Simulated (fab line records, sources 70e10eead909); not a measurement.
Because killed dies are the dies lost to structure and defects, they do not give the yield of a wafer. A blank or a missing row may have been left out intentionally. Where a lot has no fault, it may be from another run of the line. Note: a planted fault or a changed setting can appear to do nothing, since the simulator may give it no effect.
Shared-tool check + flow nand-harc + Lots sampled 7, wafers sampled 21

## REASON IT WAS OPENED
At NHARC_END_SORT_01 the reading killed-at-periphery is flagged on 1 of 7 lots. Fault-free wafers read 4.0, with a standard deviation of 3.
Rule: a lot is flagged in two cases, either no wafer of it has a number, or all its wafers with numbers fall more than 4 standard deviations from that mean. All remaining lots are regarded as sound.

| lot  | measured     | on        | killed-at-periphery, wafer by wafer | flag    |
|------|--------------|-----------|-------------------------------------|---------|
| L286 | day 25 02:03 | prober-02 | 2 6 2                               |         |
| L292 | day 27 06:42 | prober-01 | 600 614 602                         | FLAGGED |
| L295 | day 29 02:29 | prober-02 | 1 5 5                               |         |
| L299 | day 30 19:30 | prober-02 | 4 7 4                               |         |
| L304 | day 32 09:47 | prober-01 | 6 3 4                               |         |
| L303 | day 32 19:46 | prober-01 | 0 6 3                               |         |
| L302 | day 32 23:27 | prober-02 | 13 12 12                            |         |
The numbers of the flagged lots are 605.3 on average: +601.3 against the usual, or +99 or more standard deviations.

## EACH LOT AND THE TOOL IT RAN ON
The record holds 3 process steps before the reading, out of a route of 1302 steps. Each cell gives the tool, then ch followed by the chambers the sampled wafers passed through, then the start.
| lot  | flag    | NHARC_P_GATE_HM_DEP_102       | NHARC_P_GATE_EXPOSE_43            | NHARC_P_GATE_STRIP_75                |
|------|---------|-------------------------------|-----------------------------------|--------------------------------------|
| L286 |         | acl-dep-02 ch 0, day 5 18:26  | krf-scanner-02 ch 0, day 6 07:22  | plasma-asher-02 ch 1, day 6 08:22    |
| L292 | FLAGGED | acl-dep-02 ch 0, day 8 09:31  | krf-scanner-02 ch 0, day 8 22:37  | plasma-asher-02 ch 0,1, day 8 23:36  |
| L295 |         | acl-dep-01 ch 0, day 9 14:17  | krf-scanner-03 ch 0, day 10 03:11 | plasma-asher-01 ch 0,1, day 10 04:11 |
| L299 |         | acl-dep-02 ch 0, day 11 03:39 | krf-scanner-03 ch 0, day 11 16:40 | plasma-asher-01 ch 1, day 11 17:50   |
| L304 |         | acl-dep-01 ch 0, day 13 08:22 | krf-scanner-04 ch 0, day 13 21:20 | plasma-asher-02 ch 0,1, day 13 22:20 |
| L303 |         | acl-dep-01 ch 0, day 13 02:29 | krf-scanner-02 ch 0, day 13 15:34 | plasma-asher-01 ch 0,1, day 13 16:33 |
| L302 |         | acl-dep-01 ch 0, day 12 22:11 | krf-scanner-03 ch 0, day 13 11:01 | plasma-asher-02 ch 0,1, day 13 12:01 |
These steps, and what they do:
- NHARC_P_GATE_HM_DEP_102: deposits aC, target thk 120 nm.
- NHARC_P_GATE_EXPOSE_43: exposes mask P NSD, target cd 720 nm.
- NHARC_P_GATE_STRIP_75: strips in O2.
- NHARC_END_SORT_01

## FLAGGED OVER TOTAL, TOOL BY TOOL (the gauges that took the reading come last)
| step                    | tool            | lots run | flagged | share of the flagged lots | sound lots run after its first flagged lot |
|-------------------------|-----------------|----------|---------|---------------------------|--------------------------------------------|
| NHARC_P_GATE_HM_DEP_102 | acl-dep-01      | 4        | 0       | none                      | -                                          |
| NHARC_P_GATE_HM_DEP_102 | acl-dep-02      | 3        | 1       | all                       | 1 (L299)                                   |
| NHARC_P_GATE_EXPOSE_43  | krf-scanner-02  | 3        | 1       | all                       | 1 (L303)                                   |
| NHARC_P_GATE_EXPOSE_43  | krf-scanner-03  | 3        | 0       | none                      | -                                          |
| NHARC_P_GATE_EXPOSE_43  | krf-scanner-04  | 1        | 0       | none                      | -                                          |
| NHARC_P_GATE_STRIP_75   | plasma-asher-01 | 3        | 0       | none                      | -                                          |
| NHARC_P_GATE_STRIP_75   | plasma-asher-02 | 4        | 1       | all                       | 2 (L302,L304)                              |
| NHARC_END_SORT_01       | prober-01       | 3        | 1       | all                       | 2 (L304,L303)                              |
| NHARC_END_SORT_01       | prober-02       | 4        | 0       | none                      | -                                          |

## WHAT THE TABLE PERMITS
4 rows of the table ran every flagged lot: acl-dep-02 at NHARC_P_GATE_HM_DEP_102, krf-scanner-02 at NHARC_P_GATE_EXPOSE_43, plasma-asher-02 at NHARC_P_GATE_STRIP_75, prober-01 at NHARC_END_SORT_01.
- acl-dep-02 at NHARC_P_GATE_HM_DEP_102: 1 of its 3 lots flagged. Sound lots ran on it after the first flagged one (L299), which a lasting fault on the whole tool wouldn't allow.
- krf-scanner-02 at NHARC_P_GATE_EXPOSE_43: 1 of its 3 lots flagged. Sound lots ran on it after the first flagged one (L303), which a lasting fault on the whole tool wouldn't allow.
- plasma-asher-02 at NHARC_P_GATE_STRIP_75: 1 of its 4 lots flagged. Sound lots ran on it after the first flagged one (L302, L304), which a lasting fault on the whole tool wouldn't allow.
- prober-01 at NHARC_END_SORT_01: 1 of its 3 lots flagged. Sound lots ran on it after the first flagged one (L304, L303), which a lasting fault on the whole tool wouldn't allow.
Not one row of the table ran every flagged lot while running no sound lot after the first.

## WHAT THE SIMULATOR HAD INSERTED
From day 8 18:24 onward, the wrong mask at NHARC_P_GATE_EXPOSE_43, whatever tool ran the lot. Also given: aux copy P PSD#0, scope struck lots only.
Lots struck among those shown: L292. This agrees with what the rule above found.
